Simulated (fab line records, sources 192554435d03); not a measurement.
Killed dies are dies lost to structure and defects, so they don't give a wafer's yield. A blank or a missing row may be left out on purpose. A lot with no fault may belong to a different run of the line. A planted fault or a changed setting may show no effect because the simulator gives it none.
Split-lot trial | flow n5Finfet | 21 wafers read across 7 lots, on a route 1938 steps long

SPLIT DETAILS
At N5_BEOL_M3_COAT_05 (resist thk 30 nm), the setting spinRpm was moved away from the recipe's 1500 rpm on 8 of the 21 wafers read, by -9.2% to +10.2%. For the rest of the wafers, this setting stayed at what the recipe calls for.

FROM THE SPLIT TO THE READING: what the file shows between them, 6 steps
- N5_BEOL_M3_EBR_07
- N5_BEOL_M3_SOFTBAKE_06: time 60 s
- N5_BEOL_M3_EXPOSE_08: exposes mask M3
- N5_BEOL_M3_PEB_09: peb time 60 s
- N5_BEOL_M3_DEVELOP_10: develop time 30 s
- N5_BEOL_M3_DESCUM_16: chemistry O2, time 7 s

THE READING
CAR-EUV_of_BEOL_M3_COAT_05.thkNm (the simulator's own value, which no gauge read), in nm, at N5_BEOL_M3_ETCH_74 (etches underlayer in N2/H2, target depth 6.5 nm, time 5.2 s). There is no usual value for it anywhere in the file. Across the 13 wafers here that went through the recipe, the average is 20.3 nm and the standard deviation 0.18 nm.

wafer  | tool, chamber at the split | spinRpm as run, rpm | against the recipe | CAR-EUV_of_BEOL_M3_COAT_05.thkNm, nm | against lot-mates on the recipe
L077.3 | lithoTrack-05, 0           | 1408                | -6.1%              | 21.2                                 | +1.0
L077.4 | lithoTrack-05, 0           | 1500                | recipe             | 20.4                                 | -
L077.5 | lithoTrack-05, 0           | 1500                | recipe             | 20                                   | -
L079.1 | lithoTrack-05, 0           | 1500                | recipe             | 20.4                                 | -
L079.3 | lithoTrack-05, 0           | 1500                | recipe             | 20.4                                 | -
L079.5 | lithoTrack-05, 0           | 1500                | recipe             | 20.4                                 | -
L080.2 | lithoTrack-03, 0           | 1418                | -5.5%              | 21.4                                 | +1.0
L080.5 | lithoTrack-03, 0           | 1418                | -5.5%              | 21.2                                 | +0.8
L080.6 | lithoTrack-03, 0           | 1500                | recipe             | 20.4                                 | -
L085.1 | lithoTrack-05, 0           | 1362                | -9.2%              | 21.8                                 | +1.5
L085.5 | lithoTrack-05, 0           | 1500                | recipe             | 20.4                                 | -
L085.6 | lithoTrack-05, 0           | 1500                | recipe             | 20.2                                 | -
L088.2 | lithoTrack-02, 0           | 1647                | +9.8%              | 18.8                                 | -1.0
L088.3 | lithoTrack-02, 0           | 1647                | +9.8%              | 18.4                                 | -1.4
L088.6 | lithoTrack-02, 0           | 1500                | recipe             | 19.8                                 | -
L092.1 | lithoTrack-05, 0           | 1653                | +10.2%             | 18.8                                 | -1.4
L092.2 | lithoTrack-05, 0           | 1653                | +10.2%             | 18.8                                 | -1.4
L092.3 | lithoTrack-05, 0           | 1500                | recipe             | 20.2                                 | -
L095.1 | lithoTrack-05, 0           | 1500                | recipe             | 20.4                                 | -
L095.3 | lithoTrack-05, 0           | 1500                | recipe             | 20.4                                 | -
L095.6 | lithoTrack-05, 0           | 1500                | recipe             | 20.2                                 | -

FIT RESULTS
A straight line over all 21 wafers: CAR-EUV_of_BEOL_M3_COAT_05.thkNm changes by -0.162 nm for each +1% of spinRpm; r = -0.98; the points scatter about the line by 0.19 nm.
The same after taking each lot's own level away (the mean of its wafers on the recipe; 21 wafers): -0.142 nm for each +1%; r = -0.99; scatter 0.13 nm.
On that fit, the largest move of spinRpm shifts the reading by 1.4 nm.
Measured against the standard deviation above, the lots' own levels, which go from 19.80 to 20.40 nm, span 3.2 times it.
Hence the slope depends on the lot-to-lot level, as the two fits are not the same.
Check: -1.4 nm against its lot-mates is what the line predicts for one of the wafers moved furthest among these (+10.2%) when that wafer is left out of the fit. Against them it came out at -1.4 nm.

ADDITIONAL SPLITS CARRIED BY THESE WAFERS
Note: prior to the reading, these wafers also went through further splits. Each is held against what the fit with the lots' levels taken away leaves over:
other split on the same wafers | wafers away from the commonest value | r with CAR-EUV_of_BEOL_M3_COAT_05.thkNm (lot level and that fit taken away)
N5_BEOL_M2_EXPOSE_08 doseMj    | 8                                    | +0.19
N5_BEOL_M3_COAT_73 spinRpm     | 7                                    | +0.38

THE WHOLE CHAIN: every reading that the file lists as answering this split, in the file's order
step                  | what it does                                                | reading                                                                           | change (the file's fit)               | r (the file's)
N5_BEOL_M3_COAT_05    | resist thk 30 nm                                            | CAR-EUV_of_BEOL_M3_COAT_05.thkNm (the simulator's own value, which no gauge read) | -0.152 nm for each +1% of the setting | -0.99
N5_BEOL_M3_DEVELOP_10 | develop time 30 s                                           | CAR-EUV_of_BEOL_M3_COAT_05.thkNm (the simulator's own value, which no gauge read) | -0.158 nm for each +1% of the setting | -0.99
N5_BEOL_M3_ETCH_74    | etches underlayer in N2/H2, target depth 6.5 nm, time 5.2 s | CAR-EUV_of_BEOL_M3_COAT_05.thkNm (the simulator's own value, which no gauge read) | -0.144 nm for each +1% of the setting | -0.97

FILE'S OWN FIT
CAR-EUV_of_BEOL_M3_COAT_05.thkNm changes by -0.144 nm for each +1% of spinRpm, r = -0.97.
